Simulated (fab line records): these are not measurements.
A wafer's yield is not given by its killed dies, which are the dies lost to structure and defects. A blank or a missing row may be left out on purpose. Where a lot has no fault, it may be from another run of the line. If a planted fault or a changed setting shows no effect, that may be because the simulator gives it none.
Chamber matching / flow nand harc / NHARC_A_STAIRCASE_TRIM_12 on rie diel-10 has 4 sister chambers
The step chemistry O2, time 211.2 s. 20 wafers are shown with their chamber, then 10 later ones without.

WAFERS, EACH WITH ITS CHAMBER
wafer=L074.1; chamber=2; drypump motor current A (A)=5.3; showerhead plenum p Torr (Torr)=3.35; oes product au (a.u.)=1.006
wafer=L074.4; chamber=3; drypump motor current A (A)=5.0; showerhead plenum p Torr (Torr)=3.48; oes product au (a.u.)=0.993
wafer=L074.5; chamber=3; drypump motor current A (A)=5.0; showerhead plenum p Torr (Torr)=3.48; oes product au (a.u.)=0.999
wafer=L074.2; chamber=0; drypump motor current A (A)=5.6; showerhead plenum p Torr (Torr)=3.44; oes product au (a.u.)=1.009
wafer=L074.3; chamber=1; drypump motor current A (A)=5.9; showerhead plenum p Torr (Torr)=3.34; oes product au (a.u.)=1.001
wafer=L074.6; chamber=0; drypump motor current A (A)=5.6; showerhead plenum p Torr (Torr)=3.45; oes product au (a.u.)=1.011
wafer=L075.3; chamber=3; drypump motor current A (A)=5.0; showerhead plenum p Torr (Torr)=3.48; oes product au (a.u.)=1.003
wafer=L075.4; chamber=0; drypump motor current A (A)=5.6; showerhead plenum p Torr (Torr)=3.44; oes product au (a.u.)=1.011
wafer=L075.5; chamber=2; drypump motor current A (A)=5.3; showerhead plenum p Torr (Torr)=3.35; oes product au (a.u.)=1.002
wafer=L076.2; chamber=2; drypump motor current A (A)=5.3; showerhead plenum p Torr (Torr)=3.35; oes product au (a.u.)=0.996
wafer=L076.5; chamber=0; drypump motor current A (A)=5.6; showerhead plenum p Torr (Torr)=3.44; oes product au (a.u.)=1.004
wafer=L076.6; chamber=3; drypump motor current A (A)=5.0; showerhead plenum p Torr (Torr)=3.48; oes product au (a.u.)=0.995
wafer=L079.2; chamber=0; drypump motor current A (A)=5.6; showerhead plenum p Torr (Torr)=3.44; oes product au (a.u.)=1.014
wafer=L079.3; chamber=3; drypump motor current A (A)=5.0; showerhead plenum p Torr (Torr)=3.48; oes product au (a.u.)=0.999
wafer=L079.6; chamber=1; drypump motor current A (A)=5.8; showerhead plenum p Torr (Torr)=3.34; oes product au (a.u.)=1.012
wafer=L088.2; chamber=1; drypump motor current A (A)=5.8; showerhead plenum p Torr (Torr)=3.32; oes product au (a.u.)=1.007
wafer=L088.4; chamber=3; drypump motor current A (A)=5.0; showerhead plenum p Torr (Torr)=3.47; oes product au (a.u.)=1.001
wafer=L088.5; chamber=0; drypump motor current A (A)=5.6; showerhead plenum p Torr (Torr)=3.43; oes product au (a.u.)=1.005
wafer=L088.1; chamber=2; drypump motor current A (A)=5.3; showerhead plenum p Torr (Torr)=3.34; oes product au (a.u.)=1.004
wafer=L088.3; chamber=0; drypump motor current A (A)=5.6; showerhead plenum p Torr (Torr)=3.43; oes product au (a.u.)=1.001

SIGNATURES (means of the wafers above)
reading=drypump motor current A; chamber 0=5.600; chamber 1=5.833; chamber 2=5.300; chamber 3=5.000; scatter within a chamber=0.0204
reading=showerhead plenum p Torr; chamber 0=3.4386; chamber 1=3.3333; chamber 2=3.3475; chamber 3=3.4783; scatter within a chamber=0.00666
reading=oes product au; chamber 0=1.00786; chamber 1=1.00667; chamber 2=1.00200; chamber 3=0.99833; scatter within a chamber=0.00444
Rule: a wafer's distance from a chamber is the root of the sum, over the readings, of the square of ((its reading less the chamber's mean) divided by the reading's scatter). The wafer belongs to the nearest chamber; if the next one is less than 2 further off, it can't be placed. The scatter: the root of (the sum of the squares of (reading less its chamber's mean) over the shown wafers, divided by (wafers less chambers)).

WAFERS MISSING THEIR CHAMBER
wafer=L088.6; drypump motor current A (A)=5.0; showerhead plenum p Torr (Torr)=3.47; oes product au (a.u.)=1.002
wafer=L090.1; drypump motor current A (A)=5.0; showerhead plenum p Torr (Torr)=3.47; oes product au (a.u.)=1.012
wafer=L090.3; drypump motor current A (A)=5.3; showerhead plenum p Torr (Torr)=3.34; oes product au (a.u.)=1.000
wafer=L090.5; drypump motor current A (A)=5.3; showerhead plenum p Torr (Torr)=3.34; oes product au (a.u.)=1.004
wafer=L091.1; drypump motor current A (A)=5.3; showerhead plenum p Torr (Torr)=3.34; oes product au (a.u.)=0.997
wafer=L091.5; drypump motor current A (A)=5.0; showerhead plenum p Torr (Torr)=3.47; oes product au (a.u.)=1.002
wafer=L091.6; drypump motor current A (A)=5.6; showerhead plenum p Torr (Torr)=3.43; oes product au (a.u.)=1.010
wafer=L092.1; drypump motor current A (A)=5.6; showerhead plenum p Torr (Torr)=3.43; oes product au (a.u.)=1.007
wafer=L092.4; drypump motor current A (A)=5.0; showerhead plenum p Torr (Torr)=3.47; oes product au (a.u.)=1.004
wafer=L092.6; drypump motor current A (A)=5.9; showerhead plenum p Torr (Torr)=3.32; oes product au (a.u.)=1.000

WHICH CHAMBER EACH WENT THROUGH
wafer=L088.6; from the rows above=3; in truth=3
wafer=L090.1; from the rows above=3; in truth=3
wafer=L090.3; from the rows above=2; in truth=2
wafer=L090.5; from the rows above=2; in truth=2
wafer=L091.1; from the rows above=2; in truth=2
wafer=L091.5; from the rows above=3; in truth=3
wafer=L091.6; from the rows above=0; in truth=0
wafer=L092.1; from the rows above=0; in truth=0
wafer=L092.4; from the rows above=3; in truth=3
wafer=L092.6; from the rows above=1; in truth=1
10 of 10 placed correctly. Number that these rows cannot place: 0. Number placed wrongly: 0.
